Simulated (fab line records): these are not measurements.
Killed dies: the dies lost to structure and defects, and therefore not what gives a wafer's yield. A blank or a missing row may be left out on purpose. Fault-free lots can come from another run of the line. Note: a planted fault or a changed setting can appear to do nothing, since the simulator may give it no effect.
Chamber matching	flow n5 finfet	rie diel-05 running N5_BEOL_M6_ETCH_65: 4 sister chambers
The step etches SiARC in CF4, target depth 15.6 nm, time 26 s. 4 wafers are shown with their chamber, then 12 later ones without.

== WAFERS PAIRED WITH THEIR CHAMBERS ==
wafer	chamber	showerhead plenum p Torr (Torr)
L085.6	2	2.16
L091.4	1	2.25
L090.3	0	2.23
L090.6	3	2.24

== WAFERS WITHOUT THEIR CHAMBER ==
wafer	showerhead plenum p Torr (Torr)
L093.1	2.15
L093.3	2.23
L093.6	2.15
L094.1	2.24
L094.3	2.22
L094.4	2.23
L095.1	2.24
L095.3	2.23
L095.6	2.15
L097.2	2.22
L097.3	2.15
L097.6	2.15

== WHICH CHAMBER EACH ONE RAN IN ==
wafer	from the rows above	in truth
L093.1	2	2
L093.3	can't be placed: 0 or 3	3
L093.6	2	2
L094.1	can't be placed: 3 or 1 or 0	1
L094.3	can't be placed: 0 or 3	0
L094.4	can't be placed: 0 or 3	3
L095.1	can't be placed: 3 or 1 or 0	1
L095.3	can't be placed: 0 or 3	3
L095.6	2	2
L097.2	can't be placed: 0 or 3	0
L097.3	2	2
L097.6	2	2
5 of 12 placed correctly. These rows do not allow placing 7 (true chamber among the candidates in 7). Number placed wrongly: 0.
How it was worked out, from the rows above alone: a wafer's distance from a chamber is the root of the sum, over the readings, of the square of ((its reading less the chamber's mean) divided by the reading's scatter). If the next closest chamber is less than 2 further off than the closest, the wafer can't be placed; otherwise it belongs to the closest. Each chamber's mean is taken over the wafers shown for it. The scatter: root of mean squared gap, hidden wafer to nearest shown wafer, with one shown wafer a chamber.
